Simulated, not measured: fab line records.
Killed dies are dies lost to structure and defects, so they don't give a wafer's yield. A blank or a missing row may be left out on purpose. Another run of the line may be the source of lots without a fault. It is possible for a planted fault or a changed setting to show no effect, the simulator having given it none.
Chamber matching ; flow n5 finfet ; N5_PMOS_HMC_CHANNEL_EPI_ETCH_38 on rie si-01 has 4 sister chambers
The step etches SiO2 in CF4, target depth 1.5 nm. 14 wafers are shown with their chamber, then 7 later ones without.

== WAFERS WITH THEIR CHAMBER ==
wafer;chamber;drypump motor current A (A);throttle valve pct (%);oes product au (a.u.)
L077.3;0;5.8;21.90;1.010
L077.4;1;6.3;21.82;1.001
L077.6;1;6.2;21.85;0.996
L078.4;1;6.3;21.83;1.004
L078.5;1;6.2;21.84;0.992
L078.6;0;5.8;21.90;1.011
L080.1;1;6.3;21.82;0.991
L080.3;3;4.9;21.70;1.029
L080.4;2;5.5;22.30;1.008
L086.2;2;5.5;22.28;1.006
L086.3;0;5.8;21.91;1.008
L086.6;3;4.9;21.69;1.028
L093.3;0;5.8;21.90;1.022
L093.5;3;4.9;21.71;1.039

SIGNATURES, as means of the wafers listed above
reading;chamber 0;chamber 1;chamber 2;chamber 3;scatter within a chamber
drypump motor current A;5.800;6.260;5.500;4.900;0.0346
throttle valve pct;21.9025;21.8320;22.2900;21.7000;0.0107
oes product au;1.01275;0.99680;1.00700;1.03200;0.00567
Rule: a wafer lies at a distance from a chamber equal to the root of the sum of squares, over the readings, of (its reading less the chamber's mean, divided by the reading's scatter). The wafer belongs to the nearest chamber; if the next one is less than 2 further off, it can't be placed. How the scatter is found: for the shown wafers, subtract from each reading the mean of its chamber, square and add these, divide the total by (wafers less chambers), then take the root.

== WAFERS WITHOUT THEIR CHAMBER ==
wafer;drypump motor current A (A);throttle valve pct (%);oes product au (a.u.)
L093.6;5.5;22.30;1.003
L095.2;6.3;21.84;0.998
L095.4;4.9;21.70;1.027
L095.6;6.3;21.84;1.002
L097.2;5.5;22.30;1.018
L097.4;5.8;21.92;1.004
L097.5;4.9;21.69;1.024

== WHICH CHAMBER EACH WENT THROUGH ==
wafer;from the rows above;in truth
L093.6;2;2
L095.2;1;1
L095.4;3;3
L095.6;1;1
L097.2;2;2
L097.4;0;0
L097.5;3;3
Correct placement for 7 of the 7. Number that these rows cannot place: 0. 0 placed wrongly.
